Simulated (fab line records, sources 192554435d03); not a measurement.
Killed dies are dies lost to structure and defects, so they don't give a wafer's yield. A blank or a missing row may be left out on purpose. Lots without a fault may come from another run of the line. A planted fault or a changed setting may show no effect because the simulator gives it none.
One fault seen from 2 desks | flow n5_finfet | each desk has only its own numbers; what lay behind them comes last

THE TOOL OWNER'S DESK: pvd_sputter-01
The tool's own readings at N5_PASSIVATION_AL_DEP_21 (deposits Al, target thk 2800 nm, time 170 s): means of the sampled wafers that have a number, for each lot that ran on this tool. A lot is out of limits, marked OUT, if its mean lies more than 4 standard deviations from the usual mean; the brackets give that distance.
Columns: A = throttle_valve_pct at N5_PASSIVATION_AL_DEP_21, usual 30.3 %
lot  | first seen here | A
L254 | day 12 08:34    | 30.1
L257 | day 12 15:33    | 30.5
L266 | day 15 13:58    | 30.1
This desk's finding: nothing out of limits on any of the 3 lots.

THE METROLOGY DESK
What the gauges read, lot by lot, whatever tool the lot ran on: means of the sampled wafers that have a number. A lot is out of limits, marked OUT, if its mean lies more than 4 standard deviations from the usual mean; the brackets give that distance.
Columns: A = cd_nm at N5_PASSIVATION_CD_MEAS_10, usual 2999.5 nm
lot  | first seen here | A
L253 | day 12 03:21    | 3000.2
L254 | day 12 07:10    | 3000.2
L255 | day 12 08:13    | 3001.9
L256 | day 12 14:07    | 3001.3
L257 | day 12 14:17    | 2997.7
L265 | day 15 02:43    | 2999.1
L266 | day 15 12:32    | 2999.7
L272 | day 16 21:22    | 2998.1
L273 | day 16 21:44    | 2999.0
L275 | day 17 21:39    | 2998.9
This desk's finding: nothing out of limits on any of the 10 lots.

PUT TOGETHER
The tool owner's desk saw nothing out of limits.
The metrology desk saw nothing out of limits.

WHAT THE SIMULATOR HAD PUT IN
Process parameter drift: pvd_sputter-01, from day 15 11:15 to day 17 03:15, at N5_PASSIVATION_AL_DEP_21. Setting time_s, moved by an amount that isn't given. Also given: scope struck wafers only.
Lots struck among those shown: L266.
